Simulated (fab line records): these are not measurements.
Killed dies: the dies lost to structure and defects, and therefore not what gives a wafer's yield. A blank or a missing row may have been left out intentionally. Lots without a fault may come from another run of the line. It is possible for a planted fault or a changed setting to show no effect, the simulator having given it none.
Lot-split experiment + flow n5Finfet + 21 wafers read from 7 lots, route of 1938 steps

## THE SPLIT
At N5_BEOL_M6_TRENCH_ETCH_37 (etches SiCOH lowk in C4F6/O2, target depth 94.435 nm, time 31.5 s), the setting biasW was moved away from the recipe's 185 W on 9 of the 21 wafers read, by -15.3% to +13.8%. For the rest of the wafers, this setting stayed at what the recipe calls for.

The reading comes from the split's own step.

## THE READING
rfVppV, in V, at N5_BEOL_M6_TRENCH_ETCH_37 (etches SiCOH lowk in C4F6/O2, target depth 94.435 nm, time 31.5 s). On this fab line, fault-free wafers typically give 656 V with a standard deviation of 17 V.

| wafer  | tool, chamber at the split | biasW as run, W | against the recipe | rfVppV, V | against lot-mates on the recipe |
|--------|----------------------------|-----------------|--------------------|-----------|---------------------------------|
| L074.2 | rieDiel-06, 1              | 185             | recipe             | 666       | -                               |
| L074.4 | rieDiel-06, 3              | 185             | recipe             | 676       | -                               |
| L074.5 | rieDiel-06, 3              | 163.3           | -11.7%             | 613       | -58                             |
| L075.3 | rieDiel-06, 0              | 210.6           | +13.8%             | 713       | +39                             |
| L075.4 | rieDiel-06, 2              | 185             | recipe             | 674       | -                               |
| L075.5 | rieDiel-06, 2              | 210.6           | +13.8%             | 745       | +71                             |
| L080.2 | rieDiel-06, 3              | 156.8           | -15.2%             | 590       | -66                             |
| L080.3 | rieDiel-06, 0              | 185             | recipe             | 641       | -                               |
| L080.4 | rieDiel-06, 2              | 185             | recipe             | 672       | -                               |
| L084.1 | rieDiel-06, 3              | 185             | recipe             | 676       | -                               |
| L084.3 | rieDiel-06, 0              | 185             | recipe             | 643       | -                               |
| L084.5 | rieDiel-06, 3              | 185             | recipe             | 676       | -                               |
| L086.2 | rieDiel-06, 2              | 164.2           | -11.2%             | 611       | -53                             |
| L086.4 | rieDiel-06, 1              | 185             | recipe             | 664       | -                               |
| L086.6 | rieDiel-06, 1              | 185             | recipe             | 664       | -                               |
| L091.1 | rieDiel-06, 2              | 156.7           | -15.3%             | 589       | -75                             |
| L091.4 | rieDiel-06, 3              | 156.7           | -15.3%             | 593       | -71                             |
| L091.6 | rieDiel-06, 1              | 185             | recipe             | 664       | -                               |
| L097.3 | rieDiel-06, 1              | 206.3           | +11.5%             | 724       | +83                             |
| L097.4 | rieDiel-06, 2              | 206.3           | +11.5%             | 733       | +92                             |
| L097.6 | rieDiel-06, 0              | 185             | recipe             | 641       | -                               |

THE FIT
A straight line over all 21 wafers: rfVppV changes by +4.87 V for each +1% of biasW; r = +0.96; the points scatter about the line by 12 V.
The same after taking each lot's own level away (the mean of its wafers on the recipe; 21 wafers): +5.03 V for each +1%; r = +0.95; scatter 15 V.
According to that fit, moving biasW by its largest amount changes the reading by 77 V.
From 641.0 to 674.0 V: that is the span of the lots' own levels, equal to 1.9 times the standard deviation above.
Hence the lot-to-lot level has little effect on the slope; both slopes agree.
Check: with one of the wafers moved furthest among these (-15.3%) left out of the fit, the line predicts -74.3 V for it against its lot-mates. It came out at -75 V against them.
Tool readings at the split's step, against how far the setting was moved: rfVppV r = +0.96.

## ADDITIONAL SPLITS CARRIED BY THESE WAFERS
Note: prior to the reading, these wafers also went through further splits. Each is held against what the fit with the lots' levels taken away leaves over:
| other split on the same wafers  | wafers away from the commonest value | r with rfVppV (lot level and that fit taken away) |
|---------------------------------|--------------------------------------|---------------------------------------------------|
| N5_BEOL_M2_TRENCH_ETCH_37 timeS | 9                                    | -0.09                                             |
| N5_BEOL_M3_COAT_62 spinRpm      | 6                                    | +0.01                                             |
| N5_BEOL_M3_COAT_73 tempC        | 6                                    | -0.01                                             |
| N5_BEOL_M3_ETCH_70 timeS        | 10                                   | -0.34                                             |
| N5_BEOL_M3_ETCH_41 targetDepthA | 7                                    | +0.15                                             |
| N5_BEOL_M4_TRENCH_ETCH_37 timeS | 4                                    | +0.37                                             |
| N5_BEOL_M6_ETCH_66 biasW        | 3                                    | -0.21                                             |

## THE FILE'S OWN FIT
rfVppV changes by +4.91 V for each +1% of biasW, r = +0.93.
